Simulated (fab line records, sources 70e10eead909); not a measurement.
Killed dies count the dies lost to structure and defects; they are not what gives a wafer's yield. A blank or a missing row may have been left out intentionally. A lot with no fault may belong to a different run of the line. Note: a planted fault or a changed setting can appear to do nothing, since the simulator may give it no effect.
Comparing a struck lot with a sound one    flow nand_harc    14 out of 1159 route steps
Sound: wafers L685.3, L685.4, L685.6. Struck: wafer L689.5. (L689.1, L689.4 of the same lot were not struck and are left out.) The cause comes at the end.
Each step with rows lists, per side, the tool, then ch with its chambers, then its first start. Under that, the readings that differ: sound wafers    struck wafers    difference of the means    sigmas: that difference in standard deviations of wafers without a fault.
alike: readings with means less than 2 such deviations apart, plus words and numbers identical on both sides. not compared: withheld readings, readings lacking a value on some wafer, bounds such as >300 that could conceal the same value, and numbers that have no deviation in the record and whose values overlap.
The two part at a step that has a row with sigmas, a row that says differs or no value, or rows on one side only. Non-overlapping numbers with no deviation appear without sigmas and do not part them. A reading missing from all wafers of one side parts the sides only when that side holds two or more wafers.

first, 1 step without rows for these wafers: NHARC_A_WL_FILL_ANNEAL_08 (time 1800 s).
NHARC_A_WL_FILL_ALD_10: deposits SiO2, target thk 50 nm, pulse time 10 s, ald cycles 500.
  sound on ald_hk-04 ch 1,3, day 18 04:47; struck on ald_hk-04 ch 3, day 18 13:21
reading                     sound              struck  difference  sigmas
precursor_pulse_height_rel  1.010 1.009 0.955  1.037   +0.046      +2
  alike: heater_power_w, susceptor_temp_C
  not compared: ald_cycles, since_wet_clean_h
NHARC_A_WL_FILL_ETCHBACK_16: etches the open film in C4F8/O2/Ar, target depth 88 nm, time 17.6 s.
  sound on rie_diel-10 ch 0,3; struck on rie_diel-10 ch 3
  alike: oes_product_au, rf_vpp_V
  not compared: rf_hours_counter_h
NHARC_A_WL_FILL_STRIP_29: strips in O2, time 20 s.
  sound on rie_diel-10 ch 0,2, day 18 09:00; struck on rie_diel-10 ch 3, day 18 15:31
reading                      sound        struck  difference  sigmas
drypump_motor_current_A (A)  4.9 5.8 5.8  6.5     +1.0        +3
  alike: oes_product_au, rf_vpp_V, showerhead_plenum_p_Torr, throttle_valve_pct
  not compared: rf_hours_counter_h
then, 4 steps without rows for these wafers: NHARC_A_WL_FILL_ETCHBACK_17 (etches the open film in Cl2/BCl3, target depth 4 nm, time 26.7 s); NHARC_A_WL_FILL_PRECLEAN_18 (cleans in dHF, time 30 s); NHARC_A_WL_FILL_SRD_21; NHARC_A_WL_FILL_CVD_23 (deposits poly-Si, target thk 40 nm, time 800 s).
NHARC_A_WL_FILL_ETCHBACK_26: etches the open film in HBr, target depth 52 nm, time 13.3 s.
  sound on rie_si-01 ch 0,3, day 18 14:26; struck on rie_si-02 ch 1, day 18 20:48
reading                sound              struck  difference  sigmas
oes_product_au (a.u.)  1.008 1.010 1.016  0.994   -0.017      -2
  alike: drypump_motor_current_A, throttle_valve_pct
  not compared: rf_hours_counter_h
then, 2 steps without rows for these wafers: NHARC_A_WL_FILL_PRECLEAN_30 (cleans in dHF, time 10 s); NHARC_A_WL_FILL_SRD_14.
NHARC_A_WL_FILL_ALD_19: deposits TiN, target thk 2 nm, pulse time 3 s, ald cycles 100.
  sound on ald_metal-02 ch 2,3, day 18 14:43; struck on ald_metal-02 ch 3, day 18 21:04
reading     sound        struck  difference  sigmas
ald_cycles  100 100 100  49      -51         
  alike: heater_power_w, precursor_pulse_height_rel, susceptor_temp_C
  not compared: since_wet_clean_h
NHARC_A_WL_FILL_CVD_20: deposits W, target thk 75 nm, time 5064 s.
  sound on cvd_w-02 ch 0,1; struck on cvd_w-02 ch 1
reading                 sound           struck  difference  sigmas
throttle_valve_pct (%)  7.94 7.66 7.60  8.14    +0.41       +2
  alike: heater_power_w, susceptor_temp_C
  not compared: since_wet_clean_h
-- the record jumps here: 4 days lie between the struck wafers' starts before and after (it left off in module A_WL_FILL and takes up again in module END, whose first step shown is number 1159 of the route) --
NHARC_END_SORT_01:
  the record has rows for the struck wafers here (prober-01 ch 0, day 22 20:49) and none for the sound ones

## WHERE THEY PART
Last at NHARC_END_SORT_01 as far as this record goes, first at NHARC_A_WL_FILL_ALD_10.

WHY: whatever the simulator had introduced
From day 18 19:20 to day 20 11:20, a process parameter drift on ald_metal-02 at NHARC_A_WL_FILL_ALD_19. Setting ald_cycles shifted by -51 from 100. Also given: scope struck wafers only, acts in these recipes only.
